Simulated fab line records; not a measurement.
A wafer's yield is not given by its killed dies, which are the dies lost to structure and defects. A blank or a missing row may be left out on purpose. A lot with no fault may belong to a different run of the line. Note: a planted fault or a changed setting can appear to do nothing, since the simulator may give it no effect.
fab line records	flow nand-harc
record lots=24	wafers=72	last-day=33
route steps=1302 shown A_M0@1166 A_M1@1185 A_BONDPAD@1215 THIN_TSV@1268
lots with no fault: from the same line, run without faults
start-h: hours from the record's first day to the start of the lot's first wafer shown	wait-h: how many hours have passed since the lot's step before this one	" as in the row above	L1.1+2: one row covering several wafers at once	- no value, or no start was given	* or withheld: withheld	< > ~ a bound
route shown NAME@n: names a module that has steps shown in the file, with the first one's number in the route	usual: mean/standard deviation of fault-free wafers	same: alike in all rows	chamber/n: place in a boat	sites: readings site by site	_std_site: standard deviation of those values	_edge_site: mean of outer sites minus mean of inner sites	radius-mm: how far each site lies from the wafer's centre	mask NAME#n: copy n	behind: the tool/chamber that last shaped the wafer	hold: what put the lot on hold/how long, in hours/how the hold closed	device: which transistor (n, p or np) failed to switch	end of line: tests of these same wafers at the route's end	for a step that has no rows: nothing shown but its recipe	killed: at the first sort, the dies lost to defects and structure; wafer yield is something else	map: dies across one wafer; x = killed, . = not, _ = none there
set.NAME: the setting as run; set.NAME@STEP: as run at that earlier step	model.NAME: the simulator's own value behind a step, which no gauge read
a sample of lots followed through the steps of the route, with each step as a table and each wafer as a row
services: the hour from which a tool's chamber was out of use, counted from the record's first day as start-h (under 0 if before that day), plus the number of hours and why
## steps
# step NHARC_A_M0_INSPECT_27
# usual raw-defect-count=539/130
lot.wafer	tool	chamber	start-h	wait-h	raw-defect-count
L074.1	defect-inspect-02	-	527.50	0.0	417
L074.5	"	-	"	"	397
L074.6	"	-	"	"	465
L075.1	defect-inspect-02	-	539.14	0.0	395
L075.3	"	-	"	"	396
L075.4	"	-	"	"	355
L077.1	defect-inspect-02	-	544.83	0.0	606
L077.2	"	-	"	"	469
L077.6	"	-	"	"	441
L078.2	defect-inspect-01	-	551.09	0.0	843
L078.4	"	-	"	"	629
L078.5	"	-	"	"	1146
L076.1	defect-inspect-01	-	551.56	0.0	743
L076.3	"	-	"	"	451
L076.5	"	-	"	"	486
L079.3	defect-inspect-01	-	591.47	0.0	528
L079.5	"	-	"	"	618
L079.6	"	-	"	"	446
L080.1	defect-inspect-02	-	593.33	0.0	386
L080.4	"	-	"	"	362
L080.5	"	-	"	"	324
L082.1	defect-inspect-01	-	600.82	0.0	570
L082.3	"	-	"	"	613
L082.6	"	-	"	"	485
L081.3	defect-inspect-02	-	602.17	0.0	489
L081.4	"	-	"	"	810
L081.5	"	-	"	"	502
L085.3	defect-inspect-02	-	636.94	0.0	454
L085.5	"	-	"	"	510
L085.6	"	-	"	"	530
L083.1	defect-inspect-02	-	638.88	0.0	485
L083.4	"	-	"	"	608
L083.5	"	-	"	"	499
L084.3	defect-inspect-01	-	640.35	0.0	665
L084.4	"	-	"	"	443
L084.6	"	-	"	"	500
L086.2	defect-inspect-01	-	643.45	0.0	529
L086.4	"	-	"	"	430
L086.5	"	-	"	"	716
L087.2	defect-inspect-01	-	661.57	0.0	504
L087.5	"	-	"	"	602
L087.6	"	-	"	"	685
L091.2	defect-inspect-01	-	669.53	0.0	776
L091.3	"	-	"	"	598
L091.5	"	-	"	"	906
L088.4	defect-inspect-02	-	672.01	0.0	706
L088.5	"	-	"	"	605
L088.6	"	-	"	"	781
L090.2	defect-inspect-01	-	679.36	0.0	543
L090.4	"	-	"	"	486
L090.5	"	-	"	"	492
L089.4	defect-inspect-02	-	688.49	0.0	565
L089.5	"	-	"	"	397
L089.6	"	-	"	"	504
L092.3	defect-inspect-01	-	695.03	0.0	739
L092.5	"	-	"	"	528
L092.6	"	-	"	"	651
L093.1	defect-inspect-01	-	724.95	0.0	471
L093.5	"	-	"	"	618
L093.6	"	-	"	"	579
L094.2	defect-inspect-02	-	733.64	0.0	565
L094.4	"	-	"	"	525
L094.6	"	-	"	"	468
L096.2	defect-inspect-02	-	738.80	0.0	539
L096.3	"	-	"	"	581
L096.5	"	-	"	"	412
L095.3	defect-inspect-01	-	740.14	0.0	416
L095.5	"	-	"	"	466
L095.6	"	-	"	"	342
L097.2	defect-inspect-01	-	743.51	0.0	480
L097.3	"	-	"	"	632
L097.5	"	-	"	"	655
# step NHARC_A_M1_CD_MEAS_16
# usual cd-nm=120.1/0.66
lot.wafer	tool	chamber	start-h	wait-h	cd-nm
L074.1	cd-sem-01	-	529.27	-	120.3
L074.5	"	-	"	"	119.9
L074.6	"	-	"	"	119.9
L075.1	cd-sem-01	-	540.91	-	121.6
L075.3	"	-	"	"	120.9
L075.4	"	-	"	"	121.0
L077.1	cd-sem-02	-	547.43	-	120.1
L077.2	"	-	"	"	120.4
L077.6	"	-	"	"	120.4
L078.2	cd-sem-02	-	552.97	-	120.1
L078.4	"	-	"	"	120.1
L078.5	"	-	"	"	118.9
L076.1	cd-sem-03	-	553.41	-	120.1
L076.3	"	-	"	"	119.5
L076.5	"	-	"	"	119.9
L079.3	cd-sem-03	-	593.44	-	119.6
L079.5	"	-	"	"	119.0
L079.6	"	-	"	"	119.8
L080.1	cd-sem-01	-	595.09	-	119.3
L080.4	"	-	"	"	120.1
L080.5	"	-	"	"	120.4
L082.1	cd-sem-01	-	602.75	-	120.6
L082.3	"	-	"	"	120.4
L082.6	"	-	"	"	120.6
L081.3	cd-sem-03	-	603.93	-	119.4
L081.4	"	-	"	"	119.5
L081.5	"	-	"	"	120.1
L085.3	cd-sem-01	-	638.80	-	120.0
L085.5	"	-	"	"	120.4
L085.6	"	-	"	"	119.3
L083.1	cd-sem-03	-	640.74	-	120.4
L083.4	"	-	"	"	121.1
L083.5	"	-	"	"	119.6
L084.3	cd-sem-01	-	642.23	-	120.6
L084.4	"	-	"	"	120.4
L084.6	"	-	"	"	121.6
L086.2	cd-sem-02	-	645.33	-	120.0
L086.4	"	-	"	"	119.8
L086.5	"	-	"	"	120.1
L087.2	cd-sem-02	-	663.45	-	120.7
L087.5	"	-	"	"	119.7
L087.6	"	-	"	"	120.2
L091.2	cd-sem-02	-	671.47	-	121.0
L091.3	"	-	"	"	121.0
L091.5	"	-	"	"	120.8
L088.4	cd-sem-01	-	674.05	-	119.0
L088.5	"	-	"	"	118.9
L088.6	"	-	"	"	119.4
L090.2	cd-sem-03	-	681.10	-	120.4
L090.4	"	-	"	"	120.0
L090.5	"	-	"	"	120.0
L089.4	cd-sem-03	-	690.46	-	120.2
L089.5	"	-	"	"	120.2
L089.6	"	-	"	"	120.3
L092.3	cd-sem-02	-	697.09	-	120.7
L092.5	"	-	"	"	120.5
L092.6	"	-	"	"	120.7
L093.1	cd-sem-02	-	727.13	-	120.2
L093.5	"	-	"	"	119.3
L093.6	"	-	"	"	119.2
L094.2	cd-sem-02	-	735.81	-	121.7
L094.4	"	-	"	"	120.4
L094.6	"	-	"	"	121.5
L096.2	cd-sem-01	-	740.75	-	120.4
L096.3	"	-	"	"	119.8
L096.5	"	-	"	"	120.0
L095.3	cd-sem-02	-	742.21	-	120.1
L095.5	"	-	"	"	119.6
L095.6	"	-	"	"	120.5
L097.2	cd-sem-03	-	745.56	-	119.2
L097.3	"	-	"	"	119.0
L097.5	"	-	"	"	119.5
# step NHARC_A_M1_ETCH_28
# recipe target-depth-a=300	over-etch-frac=0.3	time-s=72.99	ion-energy-ev=150	cf4-flow-sccm=50	n2-flow-sccm=100	ar-flow-sccm=150	rf-w=300	bias-w=100	chemistry=CF4/N2
# usual drypump-motor-current-A=5.9/0.48	n2-flow-sccm=100.0/0.3	oes-product-au=0.999/0.0095	rf-vpp-V=313.8/2.1	showerhead-plenum-p-Torr=2.60/0.11	throttle-valve-pct=19.794/0.0089
lot.wafer	tool	chamber	start-h	wait-h	drypump-motor-current-A	n2-flow-sccm	oes-product-au	rf-hours-counter-h	rf-vpp-V	showerhead-plenum-p-Torr	throttle-valve-pct
L074.1	rie-diel-06	1	-	-	5.9	100.5	1.012	1.8	316.0	2.67	19.804
L074.6	"	0	"	"	5.7	99.7	1.010	-	316.4	2.72	19.784
L074.5	"	1	"	"	5.8	100.0	0.999	-	315.5	2.67	19.788
L075.3	rie-diel-09	1	-	-	6.2	99.8	1.005	2.3	320.4	2.81	19.796
L075.1	"	2	"	"	5.8	100.3	1.000	2.4	313.2	2.62	19.798
L075.4	"	3	"	"	4.9	99.9	1.010	3.0	311.5	2.52	19.794
L077.1	rie-diel-06	3	-	-	6.5	99.8	1.005	2.0	311.6	2.48	19.797
L077.2	"	1	"	"	5.9	99.8	0.989	2.1	315.9	2.67	19.778
L077.6	"	0	"	"	5.8	100.3	0.988	-	315.7	2.72	19.788
L078.4	rie-diel-06	1	-	-	5.9	99.8	1.019	2.2	316.0	2.67	19.791
L078.2	"	3	"	"	6.5	100.1	0.991	2.1	311.6	2.48	19.790
L078.5	"	1	"	"	5.9	99.8	0.991	-	315.4	2.67	19.781
L076.1	rie-diel-06	3	-	-	6.5	100.1	1.001	2.2	313.3	2.48	19.787
L076.3	"	2	"	"	6.6	100.1	0.995	2.0	311.3	2.46	19.798
L076.5	"	0	"	"	5.8	99.7	1.005	-	315.7	2.72	19.782
L079.3	rie-diel-09	0	-	-	5.0	99.9	1.021	6.1	312.0	2.52	19.799
L079.6	"	0	"	"	5.0	99.8	1.017	-	312.0	2.52	19.803
L079.5	"	1	"	"	6.2	99.7	0.999	-	317.4	2.81	19.782
L080.1	rie-diel-09	1	-	-	6.2	99.8	0.996	6.9	317.1	2.81	19.810
L080.4	"	2	"	"	5.9	100.5	0.991	6.6	314.1	2.61	19.802
L080.5	"	1	"	"	6.2	99.6	1.009	-	316.5	2.81	19.792
L082.1	rie-diel-09	0	-	-	5.0	100.1	1.012	6.6	312.8	2.52	19.799
L082.3	"	3	"	"	4.9	100.0	1.015	7.0	312.2	2.52	19.798
L082.6	"	0	"	"	5.0	100.5	1.017	-	311.7	2.52	19.785
L081.4	rie-diel-06	1	-	-	5.9	100.0	1.008	4.9	314.8	2.67	19.798
L081.3	"	2	"	"	6.6	100.3	1.000	4.7	311.2	2.46	19.798
L081.5	"	2	"	"	6.6	99.8	0.993	-	312.1	2.46	19.801
L085.3	rie-diel-08	0	-	-	5.6	99.7	0.975	1.5	316.2	2.73	19.809
L085.6	"	0	"	"	5.6	99.9	0.989	-	314.5	2.73	19.790
L085.5	"	1	"	"	6.1	100.0	1.002	-	312.1	2.52	19.801
L083.1	rie-diel-08	3	-	-	6.2	100.2	1.009	1.7	311.3	2.52	19.791
L083.4	"	0	"	"	5.6	99.7	0.998	1.6	316.3	2.73	19.784
L083.5	"	2	"	"	5.9	100.6	1.006	-	314.4	2.59	19.783
L084.3	rie-diel-09	1	-	-	6.2	100.0	0.996	9.8	317.1	2.81	19.786
L084.4	"	0	"	"	5.0	100.0	1.016	9.4	311.1	2.52	19.791
L084.6	"	1	"	"	6.2	99.5	0.999	-	316.0	2.81	19.783
L086.4	rie-diel-06	1	-	-	5.9	100.1	0.991	6.0	314.0	2.67	19.794
L086.2	"	2	"	"	6.6	99.5	1.002	5.6	311.9	2.46	19.786
L086.5	"	1	"	"	5.9	100.0	0.995	-	314.8	2.67	19.799
L087.2	rie-diel-08	1	-	-	6.1	99.5	0.995	1.9	312.9	2.52	19.781
L087.5	"	0	"	"	5.6	99.8	0.997	-	315.4	2.73	19.801
L087.6	"	1	"	"	6.1	99.9	1.003	-	312.7	2.52	19.781
L091.2	rie-diel-08	1	-	-	6.1	100.7	0.990	2.1	310.7	2.52	19.789
L091.3	"	0	"	"	5.6	100.2	0.977	2.2	315.4	2.73	19.806
L091.5	"	1	"	"	6.1	100.5	1.001	-	311.3	2.52	19.804
L088.4	rie-diel-06	1	674.39	-	5.9	100.4	0.993	0.6	315.5	2.67	19.808
L088.6	"	0	"	"	5.8	100.1	1.001	-	315.1	2.72	19.797
L088.5	"	1	"	"	5.9	100.2	0.989	-	313.9	2.67	19.788
L090.2	rie-diel-06	3	-	-	6.5	100.0	0.985	1.2	313.1	2.48	19.791
L090.4	"	0	"	"	5.8	99.9	0.998	1.3	315.0	2.72	19.793
L090.5	"	2	"	"	6.6	100.3	0.993	-	312.0	2.45	19.802
L089.4	rie-diel-06	0	-	-	5.8	100.0	0.994	2.2	316.2	2.72	19.791
L089.5	"	2	"	"	6.6	100.2	0.991	-	311.1	2.46	19.790
L089.6	"	3	"	"	6.5	100.6	0.971	-	312.6	2.48	19.800
L092.3	rie-diel-06	3	-	-	6.5	100.1	0.986	2.6	312.8	2.48	19.799
L092.5	"	2	"	"	6.6	100.3	0.983	-	311.0	2.45	19.811
L092.6	"	3	"	"	6.5	99.7	0.988	-	312.8	2.48	19.776
L093.1	rie-diel-09	3	-	-	4.9	100.0	1.002	2.5	314.1	2.51	19.791
L093.5	"	3	"	"	4.9	99.5	1.003	-	312.3	2.51	19.792
L093.6	"	0	"	"	5.0	100.3	1.005	-	313.6	2.52	19.801
L094.2	rie-diel-09	2	-	-	5.9	100.0	0.995	3.2	314.0	2.61	19.786
L094.4	"	0	"	"	5.0	100.3	1.012	2.6	313.4	2.51	19.787
L094.6	"	2	"	"	5.9	99.9	0.988	-	316.0	2.61	19.792
L096.3	rie-diel-06	1	-	-	5.9	100.0	1.007	5.4	316.5	2.67	19.791
L096.2	"	3	"	"	6.5	100.5	1.007	6.0	311.3	2.48	19.802
L096.5	"	1	"	"	5.9	100.1	1.000	-	314.6	2.67	19.778
L095.3	rie-diel-08	1	-	-	6.1	99.7	0.980	0.3	313.0	2.52	19.807
L095.6	"	1	"	"	6.1	100.0	0.985	-	312.9	2.52	19.802
L095.5	"	2	"	"	5.9	100.1	0.994	-	313.2	2.59	19.792
L097.2	rie-diel-06	3	-	-	6.5	100.0	0.987	6.1	311.7	2.48	19.784
L097.3	"	2	"	"	6.6	99.8	0.996	5.5	310.1	2.45	19.796
L097.5	"	0	"	"	5.8	99.6	0.999	-	314.6	2.72	19.785
# step NHARC_A_BONDPAD_CD_MEAS_09
# recipe target-cd-nm=500	landing-energy-ev=500
# usual cd-nm=500.3/1.6
lot.wafer	tool	chamber	start-h	wait-h	cd-nm
L074.1	cd-sem-01	0	533.34	-	497.0
L074.5	"	0	"	"	501.1
L074.6	"	0	"	"	498.3
L075.1	cd-sem-03	0	544.98	-	499.3
L075.3	"	0	"	"	499.9
L075.4	"	0	"	"	500.4
L077.1	cd-sem-03	0	551.62	-	502.8
L077.2	"	0	"	"	500.7
L077.6	"	0	"	"	501.4
L078.2	cd-sem-02	0	557.04	-	501.6
L078.4	"	0	"	"	500.9
L078.5	"	0	"	"	500.8
L076.1	cd-sem-02	0	557.62	-	499.6
L076.3	"	0	"	"	501.2
L076.5	"	0	"	"	502.2
L079.3	cd-sem-01	0	597.51	-	500.1
L079.5	"	0	"	"	501.8
L079.6	"	0	"	"	499.9
L080.1	cd-sem-01	0	599.16	-	500.3
L080.4	"	0	"	"	499.0
L080.5	"	0	"	"	499.0
L082.1	cd-sem-01	0	606.86	-	497.4
L082.3	"	0	"	"	500.5
L082.6	"	0	"	"	499.1
L081.3	cd-sem-02	0	608.28	-	496.6
L081.4	"	0	"	"	500.1
L081.5	"	0	"	"	497.9
L085.3	cd-sem-02	0	642.87	-	500.3
L085.5	"	0	"	"	499.7
L085.6	"	0	"	"	499.0
L083.1	cd-sem-03	0	645.46	-	501.2
L083.4	"	0	"	"	500.5
L083.5	"	0	"	"	502.0
L084.3	cd-sem-03	0	646.88	-	501.8
L084.4	"	0	"	"	501.0
L084.6	"	0	"	"	502.1
L086.2	cd-sem-01	0	649.43	-	501.9
L086.4	"	0	"	"	500.1
L086.5	"	0	"	"	501.5
L087.2	cd-sem-01	0	667.78	-	504.2
L087.5	"	0	"	"	504.4
L087.6	"	0	"	"	503.2
L091.2	cd-sem-02	0	675.66	-	499.7
L091.3	"	0	"	"	501.1
L091.5	"	0	"	"	500.7
L088.4	cd-sem-01	0	678.29	-	500.7
L088.5	"	0	"	"	500.6
L088.6	"	0	"	"	499.4
L090.2	cd-sem-03	0	685.29	-	497.7
L090.4	"	0	"	"	499.3
L090.5	"	0	"	"	499.2
L089.4	cd-sem-01	0	695.03	-	498.9
L089.5	"	0	"	"	501.4
L089.6	"	0	"	"	499.0
L092.3	cd-sem-02	0	701.16	-	499.6
L092.5	"	0	"	"	498.9
L092.6	"	0	"	"	500.6
L093.1	cd-sem-02	0	731.28	-	501.7
L093.5	"	0	"	"	500.4
L093.6	"	0	"	"	499.5
L094.2	cd-sem-02	0	740.23	-	500.8
L094.4	"	0	"	"	500.8
L094.6	"	0	"	"	500.0
L096.2	cd-sem-01	0	744.82	-	500.1
L096.3	"	0	"	"	501.6
L096.5	"	0	"	"	499.8
L095.3	cd-sem-01	0	746.60	-	497.7
L095.5	"	0	"	"	499.8
L095.6	"	0	"	"	498.4
L097.2	cd-sem-02	0	750.17	-	503.4
L097.3	"	0	"	"	501.8
L097.5	"	0	"	"	501.7
# step NHARC_THIN_TSV_ETCHBACK_48
# recipe target-depth-a=10285	over-etch-frac=0.3	time-s=405.17	ion-energy-ev=250	c4f8-flow-sccm=withheld	ar-flow-sccm=withheld	rf-w=600	bias-w=300	chemistry=C4F8/Ar
# usual oes-product-au=0.95/0.032	rf-vpp-V=547.8/2.6
lot.wafer	tool	chamber	start-h	wait-h	oes-product-au	rf-hours-counter-h	rf-vpp-V
L074.1	rie-diel-02	0	554.84	-	0.99	7	550.1
L074.5	"	0	"	"	0.98	-	550.7
L074.6	"	1	"	"	0.98	-	544.1
L075.3	rie-diel-02	0	562.44	-	1.00	7	550.7
L075.4	"	1	"	"	1.01	7	544.2
L075.1	"	2	"	"	1.00	8	548.5
L077.1	rie-diel-01	1	570.48	-	0.97	0	547.9
L077.2	"	2	"	"	0.98	0	547.5
L077.6	"	3	"	"	0.98	-	549.5
L078.2	rie-diel-07	2	574.15	-	1.00	5	547.6
L078.4	"	0	"	"	1.00	5	550.9
L078.5	"	2	"	"	0.98	-	548.2
L076.3	rie-diel-01	0	575.52	-	0.96	1	547.6
L076.1	"	1	"	"	0.97	1	547.2
L076.5	"	0	"	"	0.96	-	546.0
L080.1	rie-diel-02	0	614.76	-	0.91	3	550.9
L080.4	"	1	"	"	0.99	0	544.7
L080.5	"	2	"	"	0.92	-	548.1
L079.3	rie-diel-07	0	615.81	-	0.93	7	551.3
L079.5	"	0	"	"	0.93	-	551.8
L079.6	"	1	"	"	0.93	-	542.2
L081.3	rie-diel-01	3	624.07	-	0.92	4	547.3
L081.4	"	1	"	"	0.93	4	547.3
L081.5	"	0	"	"	0.93	-	546.5
L082.1	rie-diel-02	2	625.33	-	0.93	4	546.4
L082.3	"	3	"	"	0.93	4	549.0
L082.6	"	1	"	"	0.93	-	543.9
L085.3	rie-diel-02	3	659.97	-	0.92	4	550.4
L085.5	"	3	"	"	0.91	-	550.4
L085.6	"	0	"	"	0.93	-	550.9
L083.1	rie-diel-07	1	661.22	-	1.01	1	544.2
L083.5	"	2	"	"	1.00	-	550.2
L083.4	"	3	"	"	1.00	-	550.1
L086.4	rie-diel-07	0	664.71	0.3	0.98	1	551.8
L086.2	"	2	"	"	0.96	1	548.1
L086.5	"	1	"	"	0.96	-	542.4
L084.4	rie-diel-01	0	665.95	0.3	0.90	8	547.2
L084.3	"	2	"	"	0.92	7	546.0
L084.6	"	0	"	"	0.93	-	546.1
L087.2	rie-diel-07	2	684.91	-	0.93	2	550.3
L087.6	"	2	"	"	0.93	-	549.5
L087.5	"	3	"	"	0.92	-	550.3
L088.4	rie-diel-01	3	693.38	-	0.92	9	549.3
L088.6	"	1	"	"	0.93	-	547.4
L088.5	"	2	"	"	0.91	-	547.7
L091.2	rie-diel-07	3	694.30	-	0.93	2	548.0
L091.3	"	2	"	"	0.93	3	548.9
L091.5	"	2	"	"	0.92	-	549.1
L090.2	rie-diel-01	3	702.49	-	0.91	10	549.8
L090.4	"	1	"	"	0.93	10	548.0
L090.5	"	3	"	"	0.92	-	547.8
L089.4	rie-diel-07	0	712.28	-	0.94	2	553.1
L089.6	"	0	"	"	0.93	-	552.6
L089.5	"	1	"	"	0.93	-	542.4
L092.3	rie-diel-01	3	718.50	-	0.92	10	549.3
L092.5	"	1	"	"	0.94	-	546.4
L092.6	"	2	"	"	0.93	-	547.2
L093.1	rie-diel-01	2	749.01	-	0.98	0	544.5
L093.6	"	2	"	"	0.98	-	545.5
L093.5	"	3	"	"	0.96	-	550.7
L094.2	rie-diel-02	0	759.57	0.4	0.97	0	552.0
L094.4	"	1	"	"	0.99	0	543.7
L094.6	"	1	"	"	0.99	-	544.7
L096.3	rie-diel-01	0	760.98	-	1.00	1	545.8
L096.2	"	1	"	"	1.01	1	547.7
L096.5	"	2	"	"	1.00	-	546.2
L095.3	rie-diel-01	1	764.31	-	0.96	1	547.0
L095.5	"	3	"	"	0.98	-	549.1
L095.6	"	0	"	"	0.98	-	544.1
L097.3	rie-diel-01	2	765.61	-	1.01	2	545.7
L097.2	"	3	"	"	1.00	2	550.0
L097.5	"	2	"	"	1.01	-	546.0
# step NHARC_THIN_TSV_STRIP_56
# recipe power-w=1500	temp-c=250	chemistry=O2
# usual drypump-motor-current-A=5.5/0.37	heater-power-w=318/12
lot.wafer	tool	chamber	start-h	wait-h	drypump-motor-current-A	heater-power-w	rf-hours-counter-h
L074.1	plasma-asher-01	1	559.08	0.1	5.5	303	30
L074.5	"	0	"	"	6.2	318	-
L074.6	"	1	"	"	5.4	315	-
L075.1	plasma-asher-02	0	566.77	0.1	5.4	335	26
L075.4	"	0	"	"	5.4	328	-
L075.3	"	1	"	"	5.1	306	-
L077.1	plasma-asher-01	0	574.73	0.1	6.1	329	34
L077.2	"	1	"	"	5.4	313	34
L077.6	"	1	"	"	5.4	309	-
L078.2	plasma-asher-01	0	578.51	0.1	6.1	324	34
L078.4	"	0	"	"	6.1	324	-
L078.5	"	1	"	"	5.4	301	-
L076.1	plasma-asher-01	1	579.90	0.1	5.4	312	35
L076.3	"	1	"	"	5.4	307	-
L076.5	"	1	"	"	5.4	308	-
L080.1	plasma-asher-01	1	618.90	0.1	5.5	321	4
L080.4	"	0	"	"	6.1	333	-
L080.5	"	1	"	"	5.4	319	-
L079.3	plasma-asher-02	1	620.26	0.2	5.1	296	-
L079.5	"	0	"	"	5.4	327	-
L079.6	"	1	"	"	5.1	300	-
L081.3	plasma-asher-01	1	628.36	0.2	5.4	330	-
L081.4	"	0	"	"	6.1	335	-
L081.5	"	0	"	"	6.1	336	-
L082.1	plasma-asher-01	0	629.55	0.1	6.1	319	7
L082.3	"	1	"	"	5.4	324	-
L082.6	"	1	"	"	5.4	319	-
L085.3	plasma-asher-02	1	664.32	0.2	5.1	301	-
L085.5	"	0	"	"	5.4	320	-
L085.6	"	1	"	"	5.1	299	-
L083.1	plasma-asher-01	1	665.59	0.1	5.4	324	13
L083.4	"	0	"	"	6.1	341	-
L083.5	"	0	"	"	6.1	331	-
L086.2	plasma-asher-02	1	668.89	0.1	5.1	294	12
L086.4	"	1	"	"	5.1	297	-
L086.5	"	1	"	"	5.1	299	-
L084.3	plasma-asher-01	0	670.32	0.2	6.1	332	-
L084.4	"	1	"	"	5.4	326	-
L084.6	"	1	"	"	5.4	316	-
L087.2	plasma-asher-02	1	689.20	0.1	5.1	295	15
L087.6	"	1	"	"	5.1	303	-
L087.5	"	0	"	"	5.5	318	-
L088.4	plasma-asher-02	0	697.57	0.2	5.4	313	-
L088.6	"	0	"	"	5.5	331	-
L088.5	"	1	"	"	5.1	302	-
L091.2	plasma-asher-02	0	698.69	0.1	5.4	319	17
L091.3	"	0	"	"	5.4	320	-
L091.5	"	1	"	"	5.1	309	-
L090.2	plasma-asher-01	0	706.80	0.1	6.1	328	22
L090.4	"	1	"	"	5.4	330	-
L090.5	"	1	"	"	5.4	325	-
L089.4	plasma-asher-02	1	716.62	0.2	5.1	304	-
L089.5	"	0	"	"	5.5	326	-
L089.6	"	1	"	"	5.1	302	-
L092.3	plasma-asher-01	0	722.87	0.2	6.1	322	-
L092.6	"	1	"	"	5.4	322	-
L092.5	"	0	"	"	6.1	323	-
L093.1	plasma-asher-02	0	753.98	0.1	5.5	321	28
L093.6	"	1	"	"	5.1	300	-
L093.5	"	0	"	"	5.4	326	-
L094.2	plasma-asher-02	1	763.96	0.2	5.1	303	31
L094.4	"	0	"	"	5.5	318	-
L094.6	"	1	"	"	5.1	301	-
L096.2	plasma-asher-01	0	765.26	0.1	6.1	329	34
L096.3	"	1	"	"	5.4	315	-
L096.5	"	0	"	"	6.1	329	-
L095.3	plasma-asher-02	1	768.84	0.2	5.1	294	-
L095.5	"	1	"	"	5.1	297	-
L095.6	"	0	"	"	5.4	322	-
L097.2	plasma-asher-02	1	770.83	1.0	5.1	301	34
L097.3	"	0	"	"	5.4	322	-
L097.5	"	0	"	"	5.4	322	-
## services
tool	chamber	start-h	hours	kind
rie-diel-06	0	518.04	1.4	repair
rie-diel-02	3	525.74	4.6	repair
rie-diel-01	-	557.93	9.0	pm
rie-diel-09	0	566.00	13.2	repair
rie-diel-02	2	569.85	2.4	repair
rie-diel-02	-	570.81	9.0	pm
rie-diel-02	1	584.33	12.7	repair
plasma-asher-01	-	591.68	9.0	pm
plasma-asher-02	-	603.00	9.0	pm
rie-diel-07	3	627.36	4.3	repair
rie-diel-06	3	636.55	1.4	repair
rie-diel-02	2	637.85	3.3	repair
rie-diel-07	-	648.20	9.0	pm
rie-diel-07	0	658.35	4.0	repair
rie-diel-06	-	661.20	9.0	pm
rie-diel-09	-	674.27	9.0	pm
rie-diel-07	0	693.74	6.0	repair
rie-diel-07	1	699.68	4.0	repair
rie-diel-09	1	713.62	14.9	repair
rie-diel-01	-	734.93	9.0	pm
rie-diel-09	-	745.33	0.1	repair
rie-diel-02	-	747.81	9.0	pm
rie-diel-07	1	754.19	4.5	repair
plasma-asher-01	-	768.89	9.0	pm
## key
fault none
